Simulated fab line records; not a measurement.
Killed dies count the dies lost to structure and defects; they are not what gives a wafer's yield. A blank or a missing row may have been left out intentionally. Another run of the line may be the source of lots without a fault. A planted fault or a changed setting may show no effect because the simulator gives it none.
fab line records	flow nandHarc
record: lots: 24	wafers: 72	lastDay: 25
route steps=1159 shown A_BLC@981 A_M0@1007 A_M1@1038
lots that met no fault: taken from a fault-free run of the same line
startH: hours from the record's first day to the start of the lot's first wafer shown	waitH: how many hours have passed since the lot's step before this one	" identical to the entry in the row above	L1.1+2: a row that stands for several wafers	- either no value or no given start	* or withheld: withheld	< > ~ a bound
route shown NAME@n: names a module that has steps shown in the file, with the first one's number in the route	usual: mean/standard deviation of fault-free wafers	same: alike in all rows	chamber/n: place in a boat	sites: readings site by site	_std_site: how widely they spread, as a standard deviation	_edge_site: outer sites' mean less inner sites'	radiusMm: how far each site lies from the wafer's centre	mask NAME#n: copy n	behind: the tool/chamber that last shaped the wafer	hold: why the lot was held/for how many hours/how that ended	device: names the non-switching transistor (n, p or np)	end of line: tests of these same wafers at the route's end	where a step has no rows: the recipe by itself	killed: at the first sort, the dies lost to defects and structure; wafer yield is something else	map: a wafer's dies, marking killed ones x, the rest . and places with no die _
set.NAME: the setting the step ran with; set.NAME@STEP: the setting that earlier step ran with	model.NAME: the simulator's own value behind a step, which no gauge read
a sample of lots followed through the steps of the route, with each step as a table and each wafer as a row
services: the hour from which a tool's chamber was out of use, counted from the record's first day as startH (under 0 if before that day), plus the number of hours and why
== steps ==
step: NHARC_A_BLC_CD_MEAS_19
usual: cdNm: 98.6/2.8
lot.wafer	tool	chamber	startH	waitH	cdNm
L075.1	cdSem-01	-	401.07	-	100.7
L075.4	"	-	"	"	91.9
L075.6	"	-	"	"	100.4
L074.1	cdSem-01	-	402.01	-	100.6
L074.2	"	-	"	"	100.2
L074.5	"	-	"	"	94.9
L076.3	cdSem-03	-	405.76	-	101.4
L076.4	"	-	"	"	98.8
L076.5	"	-	"	"	98.1
L077.4	cdSem-01	-	407.07	-	102.6
L077.5	"	-	"	"	106.5
L077.6	"	-	"	"	104.6
L078.1	cdSem-01	-	414.44	-	95.4
L078.3	"	-	"	"	99.6
L078.4	"	-	"	"	97.2
L079.1	cdSem-03	-	423.67	-	100.3
L079.4	"	-	"	"	102.5
L079.5	"	-	"	"	99.4
L080.1	cdSem-03	-	430.72	-	106.5
L080.3	"	-	"	"	94.3
L080.4	"	-	"	"	102.3
L081.1	cdSem-02	-	438.13	-	98.0
L081.3	"	-	"	"	102.9
L081.6	"	-	"	"	94.4
L082.1	cdSem-03	-	446.62	-	97.6
L082.2	"	-	"	"	98.3
L082.4	"	-	"	"	96.1
L083.1	cdSem-02	-	447.75	-	95.8
L083.2	"	-	"	"	103.0
L083.4	"	-	"	"	96.6
L084.4	cdSem-03	-	449.48	-	98.0
L084.5	"	-	"	"	99.4
L084.6	"	-	"	"	96.6
L085.1	cdSem-01	-	455.98	-	99.5
L085.4	"	-	"	"	101.1
L085.5	"	-	"	"	97.4
L086.1	cdSem-01	-	462.61	-	98.6
L086.3	"	-	"	"	97.9
L086.5	"	-	"	"	95.7
L088.1	cdSem-02	-	464.18	-	105.0
L088.3	"	-	"	"	98.5
L088.5	"	-	"	"	96.7
L087.1	cdSem-02	-	465.73	-	96.4
L087.5	"	-	"	"	95.0
L087.6	"	-	"	"	100.2
L089.1	cdSem-01	-	505.99	-	97.3
L089.2	"	-	"	"	92.8
L089.6	"	-	"	"	95.3
L092.1	cdSem-01	-	506.74	-	97.8
L092.2	"	-	"	"	103.3
L092.3	"	-	"	"	99.2
L090.1	cdSem-03	-	507.50	-	96.7
L090.3	"	-	"	"	100.0
L090.6	"	-	"	"	96.4
L091.4	cdSem-01	-	508.24	-	101.8
L091.5	"	-	"	"	96.4
L091.6	"	-	"	"	103.2
L093.2	cdSem-02	-	511.99	-	94.7
L093.3	"	-	"	"	101.5
L093.6	"	-	"	"	96.0
L094.2	cdSem-03	-	518.13	-	100.4
L094.4	"	-	"	"	98.9
L094.5	"	-	"	"	98.0
L096.1	cdSem-03	-	519.72	-	100.1
L096.2	"	-	"	"	98.7
L096.3	"	-	"	"	94.9
L095.3	cdSem-03	-	525.98	-	99.1
L095.5	"	-	"	"	97.1
L095.6	"	-	"	"	100.3
L097.3	cdSem-01	-	536.35	-	96.6
L097.4	"	-	"	"	101.8
L097.6	"	-	"	"	102.3
step: NHARC_A_BLC_CVD_24
recipe: targetThkA: 1500	tempC: 300	pressureTorr: 40	wf6FlowSccm: 40	h2FlowSccm: 1600	arFlowSccm: 1560	timeS: 434	material: W
usual: heaterPowerW: 448/25	throttleValvePct: 8.01/0.27
lot.wafer	tool	chamber	startH	waitH	heaterPowerW	throttleValvePct
L075.1	cvdW-02	1	-	-	458	8.03
L075.4	"	1	"	"	457	7.79
L075.6	"	0	"	"	440	8.19
L074.2	cvdW-02	0	-	-	443	8.28
L074.1	"	1	"	"	459	7.83
L074.5	"	1	"	"	453	7.77
L076.3	cvdW-02	1	-	-	473	8.00
L076.4	"	0	"	"	447	8.27
L076.5	"	1	"	"	468	7.99
L077.4	cvdW-02	1	-	-	453	7.57
L077.5	"	0	"	"	449	8.26
L077.6	"	1	"	"	467	7.72
L078.1	cvdW-01	0	-	-	471	7.88
L078.3	"	0	"	"	477	7.65
L078.4	"	1	"	"	407	7.98
L079.1	cvdW-01	1	-	-	417	8.28
L079.4	"	0	"	"	472	7.71
L079.5	"	0	"	"	482	7.92
L080.1	cvdW-01	0	-	-	471	7.93
L080.3	"	0	"	"	495	7.70
L080.4	"	1	"	"	409	8.23
L081.1	cvdW-02	0	-	-	440	8.37
L081.3	"	1	"	"	470	7.98
L081.6	"	1	"	"	463	7.90
L082.1	cvdW-01	0	-	-	478	7.85
L082.2	"	1	"	"	413	8.00
L082.4	"	0	"	"	480	7.47
L083.1	cvdW-01	1	-	-	417	8.43
L083.2	"	0	"	"	474	7.84
L083.4	"	0	"	"	470	7.66
L084.4	cvdW-01	1	-	-	414	8.15
L084.6	"	0	"	"	467	8.00
L084.5	"	1	"	"	417	7.95
L085.1	cvdW-01	1	-	-	409	8.26
L085.4	"	1	"	"	403	8.30
L085.5	"	1	"	"	415	8.24
L086.1	cvdW-01	1	-	-	415	8.33
L086.3	"	1	"	"	401	8.31
L086.5	"	1	"	"	413	8.12
L088.1	cvdW-02	0	-	-	459	8.28
L088.3	"	1	"	"	464	7.93
L088.5	"	1	"	"	460	7.80
L087.1	cvdW-02	1	-	-	463	7.62
L087.5	"	1	"	"	460	8.23
L087.6	"	0	"	"	448	8.41
L089.2	cvdW-01	1	-	-	409	8.12
L089.1	"	0	"	"	448	7.47
L089.6	"	0	"	"	438	7.66
L092.2	cvdW-01	0	-	-	454	7.48
L092.1	"	1	"	"	405	8.15
L092.3	"	0	"	"	451	7.56
L090.1	cvdW-02	1	-	-	477	7.85
L090.3	"	0	"	"	432	8.20
L090.6	"	1	"	"	466	8.04
L091.4	cvdW-02	1	-	-	459	7.99
L091.6	"	1	"	"	468	7.97
L091.5	"	0	"	"	444	8.52
L093.2	cvdW-01	0	-	-	449	7.64
L093.3	"	1	"	"	391	8.12
L093.6	"	0	"	"	454	7.51
L094.2	cvdW-02	1	-	-	461	7.84
L094.4	"	0	"	"	442	8.23
L094.5	"	0	"	"	446	8.05
L096.2	cvdW-02	1	-	-	463	8.09
L096.1	"	0	"	"	444	8.34
L096.3	"	1	"	"	469	7.88
L095.3	cvdW-02	0	-	-	446	8.45
L095.5	"	1	"	"	465	7.89
L095.6	"	0	"	"	452	8.56
L097.3	cvdW-02	0	-	-	454	8.15
L097.4	"	1	"	"	468	7.89
L097.6	"	1	"	"	465	7.98
step: NHARC_A_M0_DESCUM_14
recipe: timeS: 3	o2FlowSccm: 200	arFlowSccm: 0	biasPowerW: 0	chemistry: O2
usual: drypumpMotorCurrentA: 5.7/0.5	oesProductAu: 1.000/0.015	rfVppV: 57.8/0.9	showerheadPlenumPTorr: 1.92/0.069	throttleValvePct: 11.311/0.0095
lot.wafer	tool	chamber	startH	waitH	drypumpMotorCurrentA	oesProductAu	rfHoursCounterH	rfVppV	showerheadPlenumPTorr	throttleValvePct
L075.4	rieDiel-08	2	406.89	0.1	5.7	1.008	8	57.7	1.92	11.314
L075.1	"	3	"	"	6.0	0.997	7	58.1	1.90	11.301
L075.6	"	2	"	"	5.7	1.008	-	57.6	1.92	11.313
L074.2	rieDiel-08	3	407.31	0.1	6.1	0.995	7	58.0	1.90	11.316
L074.1	"	2	"	"	5.7	0.990	8	56.6	1.92	11.308
L074.5	"	0	"	"	6.0	0.980	-	58.5	1.99	11.301
L076.4	rieDiel-12	3	408.83	0.1	6.1	1.006	2	57.3	1.85	11.300
L076.3	"	2	"	"	5.1	0.978	2	56.8	1.93	11.317
L076.5	"	3	"	"	6.1	1.021	-	57.8	1.85	11.296
L077.4	rieDiel-10	1	410.02	0.1	4.7	0.969	4	58.2	1.98	11.290
L077.6	"	0	"	"	5.9	1.005	-	58.3	1.87	11.309
L077.5	"	1	"	"	4.7	0.972	-	57.2	1.98	11.313
L078.3	rieDiel-08	1	423.27	0.1	5.3	0.998	8	57.6	1.80	11.316
L078.1	"	2	"	"	5.7	1.002	9	59.2	1.92	11.321
L078.4	"	0	"	"	6.0	0.982	8	57.7	1.99	11.308
L079.1	rieDiel-08	2	426.76	0.1	5.7	1.021	9	58.3	1.92	11.329
L079.4	"	0	"	"	6.0	0.998	8	57.1	1.99	11.311
L079.5	"	2	"	"	5.7	1.006	-	57.2	1.92	11.317
L080.3	rieDiel-08	0	435.65	0.1	6.0	0.994	9	58.4	1.99	11.306
L080.1	"	1	"	"	5.3	1.008	9	58.5	1.80	11.307
L080.4	"	3	"	"	6.0	0.991	8	59.1	1.90	11.307
L081.3	rieDiel-12	2	441.27	0.1	5.1	0.972	5	58.9	1.93	11.309
L081.1	"	3	"	"	6.1	1.001	4	56.5	1.85	11.312
L081.6	"	3	"	"	6.1	0.999	-	56.6	1.85	11.302
L082.2	rieDiel-12	1	454.07	0.1	6.3	1.011	6	58.5	2.02	11.310
L082.1	"	2	"	"	5.1	0.987	6	57.3	1.93	11.305
L082.4	"	3	"	"	6.1	1.002	6	58.4	1.85	11.315
L083.1	rieDiel-10	1	454.60	0.1	4.7	0.980	8	58.1	1.98	11.300
L083.2	"	2	"	"	6.7	0.993	8	57.0	1.96	11.326
L083.4	"	0	"	"	5.9	1.007	8	56.8	1.87	11.308
L084.4	rieDiel-10	2	458.07	0.1	6.7	0.988	9	57.7	1.96	11.294
L084.5	"	0	"	"	6.0	0.995	-	55.8	1.87	11.321
L084.6	"	1	"	"	4.7	0.961	-	56.7	1.98	11.329
L085.1	rieDiel-12	3	462.99	0.1	6.1	1.015	6	57.9	1.85	11.293
L085.4	"	0	"	"	5.8	1.028	6	57.9	2.05	11.316
L085.5	"	0	"	"	5.7	1.028	-	58.6	2.05	11.331
L086.1	rieDiel-08	3	465.72	0.1	6.0	0.987	11	57.8	1.89	11.307
L086.3	"	0	"	"	5.9	0.992	11	57.6	1.99	11.322
L086.5	"	2	"	"	5.7	1.001	-	58.4	1.91	11.299
L088.1	rieDiel-08	1	467.24	0.1	5.3	1.012	13	56.8	1.80	11.315
L088.3	"	3	"	"	6.0	1.005	11	56.7	1.89	11.316
L088.5	"	2	"	"	5.7	1.016	-	56.9	1.91	11.318
L087.1	rieDiel-10	0	472.93	0.1	6.0	1.015	10	56.7	1.87	11.307
L087.5	"	0	"	"	5.9	1.014	-	58.3	1.87	11.320
L087.6	"	1	"	"	4.7	0.984	-	58.1	1.98	11.294
L089.1	rieDiel-08	3	510.18	0.1	6.1	0.983	1	59.3	1.89	11.312
L089.2	"	0	"	"	6.0	1.003	1	57.6	1.99	11.316
L089.6	"	2	"	"	5.7	1.011	-	56.2	1.91	11.320
L092.2	rieDiel-10	1	510.60	0.1	4.7	0.968	13	58.9	1.98	11.304
L092.3	"	2	"	"	6.7	0.995	13	58.9	1.96	11.302
L092.1	"	3	"	"	5.9	1.005	11	58.7	1.96	11.322
L090.3	rieDiel-08	2	510.85	0.1	5.7	1.007	1	57.2	1.91	11.310
L090.1	"	0	"	"	6.0	1.018	2	57.7	1.99	11.292
L090.6	"	3	"	"	6.0	0.989	-	58.7	1.89	11.322
L091.4	rieDiel-10	2	511.33	0.1	6.7	0.995	13	58.5	1.96	11.305
L091.5	"	2	"	"	6.7	0.996	-	58.2	1.96	11.304
L091.6	"	3	"	"	5.9	1.003	-	58.3	1.96	11.305
L093.3	rieDiel-08	3	518.34	0.1	6.0	0.981	2	57.2	1.89	11.315
L093.2	"	1	"	"	5.4	1.002	2	57.3	1.80	11.306
L093.6	"	3	"	"	6.0	0.984	-	57.2	1.89	11.316
L094.2	rieDiel-10	0	524.69	0.1	5.9	1.015	12	56.8	1.87	11.321
L094.4	"	2	"	"	6.7	0.996	14	57.8	1.96	11.309
L094.5	"	1	"	"	4.7	0.973	-	55.9	1.98	11.327
L096.3	rieDiel-12	3	528.91	0.1	6.1	1.013	12	59.5	1.85	11.314
L096.1	"	0	"	"	5.7	1.021	10	59.4	2.05	11.310
L096.2	"	1	"	"	6.3	1.012	12	57.8	2.02	11.311
L095.3	rieDiel-08	1	534.52	0.1	5.3	1.003	3	57.3	1.80	11.313
L095.5	"	2	"	"	5.7	1.033	-	59.1	1.91	11.325
L095.6	"	3	"	"	6.0	0.998	-	57.4	1.89	11.298
L097.4	rieDiel-08	1	541.65	0.1	5.3	0.998	3	57.5	1.79	11.312
L097.3	"	2	"	"	5.7	1.029	4	56.8	1.91	11.302
L097.6	"	1	"	"	5.3	0.995	-	55.7	1.80	11.313
step: NHARC_A_M1_INSPECT_11
usual: rawDefectCount: 32/16
lot.wafer	tool	chamber	startH	waitH	rawDefectCount
L075.1	defectInspect-02	-	410.89	0.0	20
L075.4	"	-	"	"	16
L075.6	"	-	"	"	11
L074.1	defectInspect-01	-	411.34	0.0	26
L074.2	"	-	"	"	27
L074.5	"	-	"	"	22
L076.3	defectInspect-01	-	413.41	0.0	6
L076.4	"	-	"	"	9
L076.5	"	-	"	"	12
L077.4	defectInspect-02	-	414.04	0.0	30
L077.5	"	-	"	"	19
L077.6	"	-	"	"	29
L078.1	defectInspect-01	-	427.27	0.0	32
L078.3	"	-	"	"	23
L078.4	"	-	"	"	24
L079.1	defectInspect-01	-	430.72	0.0	23
L079.4	"	-	"	"	22
L079.5	"	-	"	"	21
L080.1	defectInspect-01	-	440.37	0.0	41
L080.3	"	-	"	"	49
L080.4	"	-	"	"	39
L081.1	defectInspect-02	-	445.26	0.0	14
L081.3	"	-	"	"	5
L081.6	"	-	"	"	13
L082.1	defectInspect-01	-	458.34	0.0	17
L082.2	"	-	"	"	16
L082.4	"	-	"	"	17
L083.1	defectInspect-02	-	459.16	0.0	32
L083.2	"	-	"	"	47
L083.4	"	-	"	"	48
L084.4	defectInspect-01	-	462.14	0.0	40
L084.5	"	-	"	"	26
L084.6	"	-	"	"	31
L085.1	defectInspect-01	-	467.06	0.0	34
L085.4	"	-	"	"	34
L085.5	"	-	"	"	36
L086.1	defectInspect-01	-	469.59	0.0	32
L086.3	"	-	"	"	33
L086.5	"	-	"	"	25
L088.1	defectInspect-02	-	471.90	0.0	39
L088.3	"	-	"	"	46
L088.5	"	-	"	"	51
L087.1	defectInspect-02	-	476.96	0.0	44
L087.5	"	-	"	"	44
L087.6	"	-	"	"	45
L089.1	defectInspect-01	-	514.06	0.0	57
L089.2	"	-	"	"	60
L089.6	"	-	"	"	70
L092.1	defectInspect-01	-	514.59	0.0	52
L092.2	"	-	"	"	52
L092.3	"	-	"	"	52
L090.1	defectInspect-01	-	514.93	0.0	16
L090.3	"	-	"	"	8
L090.6	"	-	"	"	14
L091.4	defectInspect-02	-	515.34	0.0	19
L091.5	"	-	"	"	26
L091.6	"	-	"	"	23
L093.2	defectInspect-01	-	522.44	0.0	9
L093.3	"	-	"	"	12
L093.6	"	-	"	"	13
L094.2	defectInspect-02	-	529.42	0.0	31
L094.4	"	-	"	"	38
L094.5	"	-	"	"	44
L096.1	defectInspect-01	-	532.79	0.0	25
L096.2	"	-	"	"	19
L096.3	"	-	"	"	21
L095.3	defectInspect-02	-	538.50	0.0	40
L095.5	"	-	"	"	36
L095.6	"	-	"	"	38
L097.3	defectInspect-01	-	545.76	0.0	67
L097.4	"	-	"	"	60
L097.6	"	-	"	"	55
step: NHARC_A_M1_ETCH_28
recipe: targetDepthA: 300	overEtchFrac: 0.3	timeS: 72.99	ionEnergyEv: 150	cf4FlowSccm: 50	n2FlowSccm: 100	arFlowSccm: 150	rfW: 300	biasW: 100	chemistry: CF4/N2
usual: drypumpMotorCurrentA: 5.6/0.39	oesProductAu: 0.998/0.013	rfVppV: 314.1/2	showerheadPlenumPTorr: 2.62/0.1	throttleValvePct: 19.793/0.01
lot.wafer	tool	chamber	startH	waitH	drypumpMotorCurrentA	oesProductAu	rfHoursCounterH	rfVppV	showerheadPlenumPTorr	throttleValvePct
L075.1	rieDiel-05	1	-	-	5.5	1.002	1.6	311.2	2.50	19.790
L075.4	"	2	"	"	6.2	1.012	1.7	310.7	2.50	19.800
L075.6	"	1	"	"	5.5	0.995	-	311.3	2.50	19.803
L074.2	rieDiel-05	0	-	-	5.9	1.018	1.6	314.9	2.67	19.795
L074.1	"	1	"	"	5.5	1.003	1.7	312.4	2.50	19.780
L074.5	"	0	"	"	5.9	1.020	-	314.1	2.67	19.791
L076.3	rieDiel-05	2	-	-	6.2	1.007	1.8	312.2	2.50	19.789
L076.4	"	1	"	"	5.5	1.009	-	312.0	2.50	19.778
L076.5	"	2	"	"	6.3	1.011	-	311.9	2.50	19.794
L077.4	rieDiel-03	3	-	-	5.6	0.971	0.5	312.7	2.48	19.800
L077.6	"	3	"	"	5.7	0.976	-	312.1	2.49	19.800
L077.5	"	0	"	"	6.4	1.003	-	316.1	2.71	19.808
L078.4	rieDiel-11	1	-	-	5.2	0.998	3.5	314.6	2.65	19.784
L078.3	"	2	"	"	5.6	0.989	3.6	316.5	2.70	19.771
L078.1	"	3	"	"	5.4	1.008	3.5	314.8	2.66	19.806
L079.4	rieDiel-03	3	-	-	5.7	0.978	1.8	311.3	2.48	19.809
L079.1	"	0	"	"	6.4	1.002	1.5	315.2	2.71	19.786
L079.5	"	2	"	"	5.8	0.986	-	312.7	2.58	19.802
L080.1	rieDiel-05	1	-	-	5.5	1.002	2.3	311.6	2.50	19.799
L080.3	"	2	"	"	6.3	1.015	2.5	311.2	2.50	19.813
L080.4	"	3	"	"	5.1	1.010	2.4	316.8	2.80	19.821
L081.3	rieDiel-11	2	-	-	5.6	1.005	5.4	316.3	2.70	19.804
L081.1	"	0	"	"	5.4	1.005	5.1	317.7	2.74	19.789
L081.6	"	2	"	"	5.6	1.002	-	315.7	2.70	19.791
L082.2	rieDiel-05	2	-	-	6.3	1.002	2.8	312.6	2.50	19.790
L082.4	"	3	"	"	5.1	1.005	2.7	317.7	2.80	19.781
L082.1	"	1	"	"	5.5	1.001	2.7	312.8	2.49	19.779
L083.2	rieDiel-11	2	-	-	5.6	0.993	6.3	314.7	2.70	19.783
L083.4	"	3	"	"	5.4	0.995	6.3	316.4	2.66	19.801
L083.1	"	1	"	"	5.2	0.988	5.2	314.6	2.64	19.793
L084.4	rieDiel-11	2	-	-	5.6	0.994	6.5	316.9	2.70	19.774
L084.6	"	0	"	"	5.4	1.003	-	314.0	2.74	19.805
L084.5	"	1	"	"	5.2	1.003	-	313.8	2.64	19.800
L085.1	rieDiel-05	1	-	-	5.5	1.006	2.8	312.1	2.50	19.779
L085.4	"	3	"	"	5.1	1.016	2.9	317.9	2.80	19.796
L085.5	"	1	"	"	5.5	0.998	-	311.9	2.50	19.795
L086.3	rieDiel-11	3	-	-	5.4	1.005	7.2	313.7	2.66	19.791
L086.1	"	0	"	"	5.4	0.996	6.9	315.1	2.74	19.771
L086.5	"	1	"	"	5.2	0.996	-	316.4	2.64	19.781
L088.1	rieDiel-05	1	-	-	5.5	1.001	2.9	313.3	2.50	19.797
L088.3	"	2	"	"	6.3	0.994	3.0	311.4	2.50	19.787
L088.5	"	1	"	"	5.5	1.007	-	312.4	2.50	19.796
L087.1	rieDiel-05	0	-	-	5.9	1.012	2.9	314.5	2.67	19.799
L087.6	"	1	"	"	5.5	1.001	-	311.6	2.49	19.771
L087.5	"	2	"	"	6.3	0.989	-	312.6	2.50	19.792
L089.2	rieDiel-03	0	-	-	6.4	0.993	6.2	315.6	2.70	19.786
L089.1	"	2	"	"	5.8	0.997	7.8	313.1	2.57	19.781
L089.6	"	0	"	"	6.4	0.998	-	314.0	2.70	19.807
L092.2	rieDiel-05	2	-	-	6.3	0.996	4.2	312.0	2.50	19.785
L092.3	"	3	"	"	5.1	1.027	4.0	316.7	2.80	19.798
L092.1	"	0	"	"	5.9	1.016	3.7	314.0	2.67	19.794
L090.3	rieDiel-03	2	-	-	5.8	0.992	7.9	312.9	2.57	19.790
L090.1	"	0	"	"	6.4	0.986	6.3	315.0	2.70	19.810
L090.6	"	3	"	"	5.7	0.979	-	308.4	2.48	19.791
L091.4	rieDiel-11	0	-	-	5.4	0.987	9.4	316.9	2.74	19.787
L091.6	"	0	"	"	5.4	0.988	-	316.3	2.74	19.791
L091.5	"	1	"	"	5.2	0.982	-	314.5	2.64	19.794
L093.2	rieDiel-03	2	-	-	5.8	0.992	8.2	312.3	2.58	19.800
L093.3	"	0	"	"	6.4	0.995	6.7	317.2	2.70	19.779
L093.6	"	3	"	"	5.6	0.996	-	310.8	2.48	19.794
L094.4	rieDiel-03	1	-	-	5.3	0.981	8.3	312.8	2.61	19.785
L094.2	"	3	"	"	5.7	0.972	7.7	311.1	2.48	19.785
L094.5	"	2	"	"	5.8	0.984	-	312.0	2.57	19.812
L096.3	rieDiel-03	1	-	-	5.2	0.983	8.4	314.1	2.61	19.799
L096.1	"	2	"	"	5.8	0.992	8.5	314.3	2.57	19.783
L096.2	"	0	"	"	6.4	0.989	7.0	314.9	2.70	19.779
L095.3	rieDiel-11	1	-	-	5.2	0.974	11.5	312.9	2.64	19.812
L095.6	"	1	"	"	5.2	0.987	-	313.9	2.64	19.794
L095.5	"	2	"	"	5.5	0.994	-	316.7	2.70	19.795
L097.3	rieDiel-03	3	-	-	5.7	0.972	8.8	310.8	2.48	19.786
L097.4	"	0	"	"	6.4	0.999	7.7	315.9	2.70	19.789
L097.6	"	3	"	"	5.7	0.984	-	311.6	2.48	19.797
step: NHARC_A_M1_DEGAS_29
recipe: tempC: 250	timeS: 60
usual: heaterPowerW: 315/29
lot.wafer	tool	chamber	startH	waitH	heaterPowerW
L075.1	pvdSputter-03	-	411.98	-	319
L075.4	"	-	"	"	364
L075.6	"	-	"	"	328
L074.1	pvdSputter-01	-	412.45	-	317
L074.2	"	-	"	"	325
L074.5	"	-	"	"	352
L076.3	pvdSputter-03	-	414.58	-	322
L076.4	"	-	"	"	316
L076.5	"	-	"	"	322
L077.4	pvdSputter-02	-	415.16	-	354
L077.6	"	-	"	"	276
L077.5	"	-	"	"	324
L078.4	pvdSputter-02	-	428.35	-	282
L078.1	"	-	"	"	323
L078.3	"	-	"	"	346
L079.4	pvdSputter-03	-	431.80	-	326
L079.1	"	-	"	"	281
L079.5	"	-	"	"	353
L080.4	pvdSputter-02	-	441.46	-	284
L080.3	"	-	"	"	324
L080.1	"	-	"	"	279
L081.3	pvdSputter-03	-	446.35	-	275
L081.1	"	-	"	"	328
L081.6	"	-	"	"	289
L082.2	pvdSputter-01	-	459.43	-	329
L082.4	"	-	"	"	361
L082.1	"	-	"	"	342
L083.4	pvdSputter-02	-	460.23	-	346
L083.1	"	-	"	"	277
L083.2	"	-	"	"	319
L084.4	pvdSputter-02	-	463.23	-	354
L084.5	"	-	"	"	278
L084.6	"	-	"	"	319
L085.1	pvdSputter-03	-	468.15	-	301
L085.4	"	-	"	"	273
L085.5	"	-	"	"	298
L086.1	pvdSputter-03	-	470.67	-	283
L086.3	"	-	"	"	335
L086.5	"	-	"	"	277
L088.3	pvdSputter-01	-	472.98	-	332
L088.1	"	-	"	"	354
L088.5	"	-	"	"	354
L087.1	pvdSputter-02	-	478.06	-	277
L087.5	"	-	"	"	277
L087.6	"	-	"	"	287
L089.1	pvdSputter-03	-	515.14	-	278
L089.2	"	-	"	"	302
L089.6	"	-	"	"	337
L092.2	pvdSputter-02	-	515.68	-	278
L092.3	"	-	"	"	278
L092.1	"	-	"	"	320
L090.1	pvdSputter-03	-	516.05	-	333
L090.3	"	-	"	"	282
L090.6	"	-	"	"	303
L091.4	pvdSputter-02	-	516.47	-	345
L091.6	"	-	"	"	282
L091.5	"	-	"	"	318
L093.2	pvdSputter-03	-	523.53	-	272
L093.3	"	-	"	"	331
L093.6	"	-	"	"	275
L094.2	pvdSputter-01	-	530.50	-	342
L094.4	"	-	"	"	356
L094.5	"	-	"	"	335
L096.2	pvdSputter-02	-	533.87	-	277
L096.1	"	-	"	"	312
L096.3	"	-	"	"	345
L095.3	pvdSputter-02	-	539.60	-	316
L095.6	"	-	"	"	349
L095.5	"	-	"	"	278
L097.3	pvdSputter-02	-	546.85	-	329
L097.4	"	-	"	"	281
L097.6	"	-	"	"	323
== services ==
tool	chamber	startH	hours	kind
rieDiel-11	0	387.59	4.0	repair
pvdSputter-02	-	392.00	10.0	pm
rieDiel-03	-	392.30	9.0	pm
pvdSputter-03	-	392.81	0.6	repair
rieDiel-10	1	397.67	4.3	repair
rieDiel-12	3	409.55	3.1	repair
rieDiel-05	0	412.47	3.0	repair
rieDiel-12	-	421.31	2.6	repair
rieDiel-11	1	447.92	6.6	repair
pvdSputter-03	-	453.96	1.3	repair
pvdSputter-03	-	458.08	10.0	pm
rieDiel-10	2	474.82	2.4	repair
cvdW-01	-	475.13	13.0	pm
rieDiel-08	-	478.80	9.0	pm
rieDiel-11	0	479.01	4.5	repair
rieDiel-03	0	482.74	3.8	repair
rieDiel-05	0	489.65	2.7	repair
rieDiel-11	0	508.85	5.7	repair
cvdW-02	-	517.27	5.3	repair
rieDiel-05	-	517.60	9.0	pm
rieDiel-10	-	530.50	9.0	pm
rieDiel-05	0	534.39	4.3	repair
rieDiel-11	-	543.50	9.0	pm
rieDiel-05	2	543.96	6.8	repair
== key ==
fault none
